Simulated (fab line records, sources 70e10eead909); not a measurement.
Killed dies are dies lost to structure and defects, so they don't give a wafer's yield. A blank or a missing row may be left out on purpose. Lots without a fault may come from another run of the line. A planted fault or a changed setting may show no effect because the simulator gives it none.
Which tool did it? | flow nand_harc | 6 lots, 18 wafers sampled, at 1 step of a route of 1159

WHAT THE GAUGES READ, wafer by wafer
NHARC_P_M0_INSPECT_11.
lot  | measured     | on                | raw_defect_count
L783 | day 6 17:16  | defect_inspect-02 | 5 5 4
L785 | day 7 14:53  | defect_inspect-02 | 4 5 2
L789 | day 8 00:56  | defect_inspect-02 | 1 4 3
L791 | day 9 04:18  | defect_inspect-02 | 6 7 3
L798 | day 10 21:57 | defect_inspect-02 | 2 4 4
L802 | day 11 21:43 | defect_inspect-01 | 11 7 5

WHICH TOOL RAN EACH LOT (tool, then ch and the chambers of the sampled wafers, then the start)
The record holds no process step before these readings.

THE ANSWER, worked out from the rows above alone
Rule: what is usual is taken from the lots themselves. Put in order of their means at a reading, lots are off if they are a third of the lots or fewer, leave a main group of 4 or more, and stand apart from it by a gap of 3 or more times the standard deviation of the main group's means; of several such gaps the widest counts. A main group whose means are all the same, to the digits that the tables above print for the reading, isn't used. A lot without any number at a reading at which 4 lots or more have one is off too. The other lots that the step has rows for count as sound.
No lot is off at any reading shown: from this, nothing can be told.

WHAT THE SIMULATOR HAD PUT IN
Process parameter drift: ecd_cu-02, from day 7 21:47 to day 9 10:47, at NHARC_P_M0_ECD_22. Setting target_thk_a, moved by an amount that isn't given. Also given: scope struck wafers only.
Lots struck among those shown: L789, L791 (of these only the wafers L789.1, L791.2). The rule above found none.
